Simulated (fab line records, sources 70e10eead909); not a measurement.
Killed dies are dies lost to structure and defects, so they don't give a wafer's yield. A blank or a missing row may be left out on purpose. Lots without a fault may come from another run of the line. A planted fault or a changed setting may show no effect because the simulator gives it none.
A struck lot beside a sound one | flow nand_harc | 17 steps out of a route of 1159
Sound: wafers L814.1, L814.4, L814.6. Struck: wafers L821.1, L821.3, L821.5. The cause comes at the end.
At each step with rows: each side's tool, then ch and its chambers, then its first start. Under that, the readings that differ: sound wafers | struck wafers | difference of the means | sigmas: that difference in standard deviations of wafers without a fault.
alike: readings whose means differ by less than 2 such deviations, and words and numbers that are the same on both sides. not compared: withheld readings, readings that some wafer has no value for, bounds like >300 that may hide the same value, and numbers for which the record gives no deviation and whose values overlap.
The two part at a step that has a row with sigmas, a row that says differs or no value, or rows on one side only. Numbers that don't overlap but have no deviation are shown without sigmas and don't part them. A reading that every wafer of one side lacks parts them only if that side has two wafers or more.

NHARC_A_SGD_CUT_ETCH_15: etches the open film in CH3F/O2, target depth 75 nm, time 64.3 s.
  sound on rie_diel-10 ch 0,2; struck on rie_diel-11 ch 1,3
  reading                | sound                | struck               | difference | sigmas
  throttle_valve_pct (%) | 20.645 20.645 20.660 | 20.686 20.654 20.667 | +0.019     | +2
  alike: chamber_pressure_mTorr, drypump_motor_current_A, oes_product_au, rf_vpp_V, showerhead_plenum_p_Torr
  not compared: rf_hours_counter_h
then, 2 steps without rows for these wafers: NHARC_A_SGD_CUT_ETCH_16 (etches the open film in C4F8/O2/Ar, target depth 310.5 nm, time 155.2 s); NHARC_A_SGD_CUT_STRIP_60 (strips in C4F8/O2/Ar).
NHARC_A_SGD_CUT_STRIP_17: strips in O2.
  sound on rie_diel-10 ch 0,1; struck on rie_diel-11 ch 0,1,3
  reading               | sound             | struck            | difference | sigmas
  oes_product_au (a.u.) | 1.005 1.010 1.003 | 0.990 0.982 0.983 | -0.021     | -2
  alike: chamber_pressure_mTorr, drypump_motor_current_A, rf_vpp_V, showerhead_plenum_p_Torr, throttle_valve_pct
  not compared: rf_hours_counter_h
then, 4 steps without rows for these wafers: NHARC_A_SGD_CUT_PRECLEAN_18 (cleans in SC1); NHARC_A_SGD_CUT_SRD_19; NHARC_A_SGD_CUT_DEP_20 (deposits SiO2, target thk 150 nm); NHARC_A_SGD_CUT_ANNEAL_27 (time 1800 s).
NHARC_A_SGD_CUT_CMP_21: polishes, target thk 148.19 nm.
  sound on cmp-01 ch 0,1,2, day 17 00:13; struck on cmp-02 ch 0,2,3, day 19 08:13
  alike: motor_current_A, time_to_endpoint_s
NHARC_A_SGD_CUT_THK_MEAS_22: measures by ellipsometry.
  sound on film_metro-02, day 17 00:25; struck on film_metro-01, day 19 08:28
  alike: thk_nm
then, 2 steps without rows for these wafers: NHARC_A_SGD_CUT_SRD_23; NHARC_A_SGD_CUT_ETCH_26 (etches SiO2 in dHF, target depth 45.8 nm).
NHARC_A_SGD_CUT_ETCHBACK_24: etches the open film in CH3F/O2, target depth 50 nm, time 92.857 s.
  sound on rie_diel-07 ch 2,3, day 17 00:38; struck on rie_diel-07 ch 1,2, day 19 08:43
  alike: chamber_pressure_mTorr, drypump_motor_current_A, oes_product_au, rf_vpp_V, showerhead_plenum_p_Torr, throttle_valve_pct
  not compared: rf_hours_counter_h
NHARC_A_SGD_CUT_STRIP_28: strips in O2, time 20 s.
  sound on rie_diel-07 ch 1,2; struck on rie_diel-07 ch 1,2,3, day 19 08:52
  alike: chamber_pressure_mTorr, drypump_motor_current_A, oes_product_au, rf_vpp_V, showerhead_plenum_p_Torr, throttle_valve_pct
  not compared: rf_hours_counter_h
NHARC_A_SGD_CUT_INSPECT_25:
  sound on defect_inspect-01, day 17 00:53; struck on defect_inspect-01, day 19 08:58
  reading          | sound       | struck         | difference | sigmas
  raw_defect_count | 364 282 323 | 1213 1184 1211 | +880       | +9
NHARC_A_SLIT_DEP_25: deposits SiO2, target thk 200 nm.
  sound on pecvd-01 ch 1,2, day 17 01:10; struck on pecvd-04 ch 1,2, day 19 09:02
  alike: heater_power_outer_w, heater_power_w, showerhead_vpp_V, throttle_valve_pct
-- the record jumps here: 6 days lie between the struck wafers' starts before and after (it left off in module A_SLIT and takes up again in module END, whose first step shown is number 1159 of the route) --
NHARC_END_SORT_01:
  the record has rows for the struck wafers here (prober-02 ch 0, day 24 23:44) and none for the sound ones

WHERE THEY PART
First at NHARC_A_SGD_CUT_ETCH_15; last, within this record, at NHARC_END_SORT_01.

WHY: what the simulator had put in
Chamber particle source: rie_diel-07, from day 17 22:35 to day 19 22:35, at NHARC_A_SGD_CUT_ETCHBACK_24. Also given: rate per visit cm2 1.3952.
